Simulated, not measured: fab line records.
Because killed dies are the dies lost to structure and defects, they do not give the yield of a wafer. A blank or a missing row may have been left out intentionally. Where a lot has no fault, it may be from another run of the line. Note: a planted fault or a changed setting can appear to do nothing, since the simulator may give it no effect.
fab line records	flow n5Finfet
record lots=7	wafers=39
route steps=1938 shown WELL_APT@32 SD_ACTIVATION@331 MOL_CONTACT_COAG@588
startH: start of the lot's first displayed wafer, in hours after the record's first day	waitH: time in hours since the lot's previous step	" as in the row above	L1.1+2: several wafers, shown together as one row	- either no value or no given start	* or withheld: withheld	< > ~ a bound
route shown NAME@n: NAME is a module with steps in the file, n the number in the route of the first one	usual: mean/standard deviation taken from wafers without a fault	same: alike in all rows	chamber/n: place in a boat	sites: each site's reading	_std_site: their standard deviation	_edge_site: outer sites' mean less inner sites'	radiusMm: how far each site lies from the wafer's centre	mask NAME#n: copy n	behind: the most recent tool/chamber to have shaped the wafer	hold: the reason the lot was held/the length of the hold in hours/how it ended	device: the transistor (n, p or np) that didn't switch	end of line: at the end of the route, the tests of the same wafers	where a step has no rows: the recipe by itself	killed: count of dies lost to structure and defects at first sort (not the wafer's yield)	map: shows each die of a wafer: x if killed, . if not, _ if none is there
set.NAME: setting as actually run; set.NAME@STEP: the setting as run at that earlier step	model.NAME: the simulator's own value behind a step, which no gauge read
lots where settings were altered on purpose, with a table for each step and a row for each wafer
## steps
# step N5_WELL_APT_IMPLANT_14
# recipe species=P	energyKev=160	doseCm2=1.5e+13	tiltDeg=0	rotationDeg=0
lot.wafer	tool	chamber	startH	waitH	set.energyKev	model.implant.rpNm	model.implant.drpNm
L080.1+2+3+4+5+6	implanter-02	0	49.85	0.1	160	201.2	65.9
L088.1+5+6	implanter-02	0	98.28	0.1	160	196.6	65.9
L088.2+3+4	"	0	"	"	177.5	218.7	71.16
L091.1+2+5	implanter-01	0	115.74	0.1	160	199.2	65.9
L094.1+2+5	implanter-01	0	136.68	0.1	160	207.1	65.9
L094.3+4+6	"	0	"	"	148.5	191.7	62.32
L095.1+2+5	implanter-01	0	139.78	0.1	141.2	179.1	59.9
L095.3+4+6	"	0	"	"	160	204	65.9
L096.1+2+4	implanter-01	0	145.74	0.1	160	203.8	65.9
L096.3+5+6	"	0	"	"	178.8	228.5	71.55
L097.1+3+4	implanter-02	0	151.87	0.1	160	197.9	65.9
L097.2+5+6	"	0	"	"	142.2	175	60.23
# step N5_SD_ACTIVATION_LSA_01
# recipe tempC=1080	timeS=0.0008	ambient=N2
# usual wafer_temp_C_max=1086.3/2.7
lot.wafer	tool	chamber	startH	waitH	set.tempC	wafer_temp_C_max
L080.1	laserAnneal-01	0	96.89	0.2	1080	1089.2
L080.2	"	0	"	"	1080	1089.6
L080.3	"	0	"	"	1088	1095.9
L080.4	"	0	"	"	1088	1097.3
L080.5	"	0	"	"	1088	1094.3
L080.6	"	0	"	"	1080	1088.8
L088.1	laserAnneal-01	0	141.67	0.2	1080	1090.5
L088.2	"	0	"	"	1080	1087.4
L088.3	"	0	"	"	1097	1103.1
L088.4	"	0	"	"	1097	1105.9
L088.5	"	0	"	"	1097	1104.5
L088.6	"	0	"	"	1080	1088.6
L091.1	laserAnneal-02	0	162.31	0.2	1080	1084.3
L091.2	"	0	"	"	1080	1084.1
L091.5	"	0	"	"	1080	1084.4
L094.1	laserAnneal-01	0	183.09	0.2	1080	1086.9
L094.2	"	0	"	"	1080	1087.1
L094.3	"	0	"	"	1080	1087.4
L094.4	"	0	"	"	1080	1088.7
L094.5	"	0	"	"	1080	1088.9
L094.6	"	0	"	"	1080	1089.9
L095.1	laserAnneal-02	0	183.44	0.2	1092	1097.2
L095.2	"	0	"	"	1080	1082.6
L095.3	"	0	"	"	1092	1095.6
L095.4	"	0	"	"	1080	1085.1
L095.5	"	0	"	"	1092	1097.8
L095.6	"	0	"	"	1080	1084.0
L096.1	laserAnneal-01	0	191.61	0.2	1066	1074.4
L096.2	"	0	"	"	1066	1075.6
L096.3	"	0	"	"	1066	1075.0
L096.4	"	0	"	"	1080	1086.4
L096.5	"	0	"	"	1080	1086.7
L096.6	"	0	"	"	1080	1087.4
L097.1	laserAnneal-02	0	195.66	0.2	1080	1083.3
L097.2	"	0	"	"	1080	1083.7
L097.3	"	0	"	"	1080	1085.2
L097.4	"	0	"	"	1080	1085.3
L097.5	"	0	"	"	1080	1084.0
L097.6	"	0	"	"	1080	1083.7
# step N5_SD_ACTIVATION_RS_MEAS_03
# recipe thkMeasGauge=four-point-probe
# usual RS_SD_N=21.9/0.3	RS_SD_P=56.1/0.82
lot.wafer	tool	chamber	startH	waitH	set.tempC@SD_ACTIVATION_LSA_01	RS_SD_N[ohm/sq]	RS_SD_P[ohm/sq]
L080.1	filmMetro-01	-	97.10	0.2	1080	21.7	54.8
L080.2	"	-	"	"	1080	22.1	55.0
L080.3	"	-	"	"	1088	20.8	54.7
L080.4	"	-	"	"	1088	21.1	54.0
L080.5	"	-	"	"	1088	21.2	54.3
L080.6	"	-	"	"	1080	21.8	54.9
L088.1	filmMetro-02	-	141.88	0.2	1080	22.4	56.2
L088.2	"	-	"	"	1080	22.0	55.2
L088.3	"	-	"	"	1097	20.1	55.3
L088.4	"	-	"	"	1097	20.0	54.9
L088.5	"	-	"	"	1097	20.3	56.2
L088.6	"	-	"	"	1080	21.6	55.7
L091.1	filmMetro-01	-	162.51	0.2	1080	21.7	57.0
L091.2	"	-	"	"	1080	21.8	56.6
L091.5	"	-	"	"	1080	21.9	56.6
L094.1	filmMetro-01	-	183.30	0.2	1080	22.2	55.9
L094.2	"	-	"	"	1080	21.8	55.0
L094.3	"	-	"	"	1080	21.7	56.1
L094.4	"	-	"	"	1080	21.6	54.5
L094.5	"	-	"	"	1080	21.9	54.9
L094.6	"	-	"	"	1080	22.0	55.6
L095.1	filmMetro-01	-	183.66	0.2	1092	20.2	55.3
L095.2	"	-	"	"	1080	21.5	55.7
L095.3	"	-	"	"	1092	20.7	55.8
L095.4	"	-	"	"	1080	21.9	55.5
L095.5	"	-	"	"	1092	20.4	55.8
L095.6	"	-	"	"	1080	22.1	55.3
L096.1	filmMetro-01	-	191.81	0.2	1066	23.3	56.5
L096.2	"	-	"	"	1066	23.2	55.8
L096.3	"	-	"	"	1066	23.3	56.7
L096.4	"	-	"	"	1080	22.0	56.4
L096.5	"	-	"	"	1080	22.0	55.8
L096.6	"	-	"	"	1080	21.7	56.6
L097.1	filmMetro-02	-	195.86	0.2	1080	22.3	56.5
L097.2	"	-	"	"	1080	22.1	56.8
L097.3	"	-	"	"	1080	22.1	56.6
L097.4	"	-	"	"	1080	22.0	57.3
L097.5	"	-	"	"	1080	22.2	57.5
L097.6	"	-	"	"	1080	21.8	56.6
# step N5_MOL_CONTACT_COAG_ETCH_47
# recipe chemistry=CH3F/O2	target=SiNx	targetDepthA=270	maskMaterial=SiO2	stopOn=W	overEtchFrac=0.2	ionEnergyEv=120	endpoint=OES-CN	pressureMtorr=30	sourceW=395	biasW=73	Ar_flow_sccm=150	CH3F_flow_sccm=30	O2_flow_sccm=20	ends=endPoint
# usual etchRfOnTimeS=31.2/0.45	rfVppV=297.0/2.1
lot.wafer	tool	chamber	startH	waitH	set.sourceW	etchRfOnTimeS	rfVppV	model.etch.tClearS	model.etch.overEtchS
L080.1	rieDiel-05	3	136.16	0.0	395	31.6	296.6	26.33	5.266
L080.2	"	1	"	"	395	30.9	299.4	25.72	5.143
L080.3	"	0	"	"	395	31.7	293.0	26.42	5.284
L080.4	"	2	"	"	442.6	29.3	283.0	24.39	4.878
L080.5	"	1	"	"	442.6	29.4	284.0	24.53	4.906
L080.6	"	2	"	"	442.6	29.3	280.8	24.42	4.885
L088.1	rieDiel-05	3	184.62	0.0	395	31.3	296.6	26.07	5.214
L088.2	"	2	"	"	422.6	30.3	288.5	25.27	5.053
L088.3	"	0	"	"	395	31.5	294.0	26.24	5.248
L088.4	"	3	"	"	422.6	30.3	287.4	25.23	5.046
L088.5	"	2	"	"	395	31.2	297.7	26.02	5.204
L088.6	"	0	"	"	422.6	30.8	284.5	25.7	5.141
L091.1	rieDiel-05	0	203.07	0.0	395	31.2	293.5	26	5.201
L091.2	"	2	"	"	395	30.8	297.2	25.7	5.14
L091.5	"	0	"	"	395	31.6	294.0	26.37	5.273
L094.1	rieDiel-01	2	221.98	0.0	395	29.6	293.9	24.69	4.939
L094.2	"	0	"	"	395	30.8	297.5	25.7	5.141
L094.3	"	3	"	"	395	31.3	299.0	26.07	5.214
L094.4	"	1	"	"	395	31.1	299.0	25.95	5.19
L094.5	"	0	"	"	395	31.2	298.9	26.01	5.202
L094.6	"	3	"	"	395	30.7	301.7	25.57	5.115
L095.1	rieDiel-02	3	225.85	0.0	395	31.1	296.4	25.89	5.177
L095.2	"	0	"	"	395	30.9	297.1	25.74	5.147
L095.3	"	2	"	"	395	32.2	293.3	26.79	5.359
L095.4	"	1	"	"	395	31.1	300.0	25.93	5.186
L095.5	"	0	"	"	395	30.8	297.9	25.64	5.128
L095.6	"	3	"	"	395	31.3	299.1	26.11	5.222
L096.1	rieDiel-02	1	237.53	0.0	395	31.1	299.1	25.87	5.175
L096.2	"	0	"	"	453.1	29.4	278.1	24.48	4.896
L096.3	"	3	"	"	453.1	29.4	277.8	24.48	4.896
L096.4	"	2	"	"	395	32.0	294.9	26.66	5.332
L096.5	"	1	"	"	453.1	29.7	280.7	24.75	4.949
L096.6	"	2	"	"	395	31.9	293.2	26.54	5.309
L097.1	rieDiel-01	2	239.46	0.0	395	30.4	294.2	25.32	5.064
L097.2	"	0	"	"	374.5	31.6	304.7	26.34	5.269
L097.3	"	3	"	"	395	30.9	299.4	25.78	5.155
L097.4	"	3	"	"	374.5	31.8	305.5	26.53	5.306
L097.5	"	2	"	"	395	30.2	294.8	25.16	5.033
L097.6	"	0	"	"	374.5	31.9	303.9	26.57	5.315
## key
split step=N5_WELL_APT_IMPLANT_14	setting=energyKev	stated=160	by=wafer
response step=N5_WELL_APT_IMPLANT_14	reading=model.implant.rpNm	change=+2.08	per=1%	r=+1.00
response step=N5_WELL_APT_IMPLANT_14	reading=model.implant.drpNm	change=+0.496	per=1%	r=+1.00
split step=N5_SD_ACTIVATION_LSA_01	setting=tempC	stated=1080	by=wafer
response step=N5_SD_ACTIVATION_LSA_01	reading=wafer_temp_C_max	change=*	per=1%	r=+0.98
response step=N5_SD_ACTIVATION_RS_MEAS_03	reading=RS_SD_N	change=-1.16	per=1%	r=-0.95
split step=N5_MOL_CONTACT_COAG_ETCH_47	setting=sourceW	stated=395	by=wafer
response step=N5_MOL_CONTACT_COAG_ETCH_47	reading=etchRfOnTimeS	change=*	per=1%	r=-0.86
response step=N5_MOL_CONTACT_COAG_ETCH_47	reading=rfVppV	change=-1.2	per=1%	r=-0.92
response step=N5_MOL_CONTACT_COAG_ETCH_47	reading=model.etch.tClearS	change=-0.131	per=1%	r=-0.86
response step=N5_MOL_CONTACT_COAG_ETCH_47	reading=model.etch.overEtchS	change=-0.0262	per=1%	r=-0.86
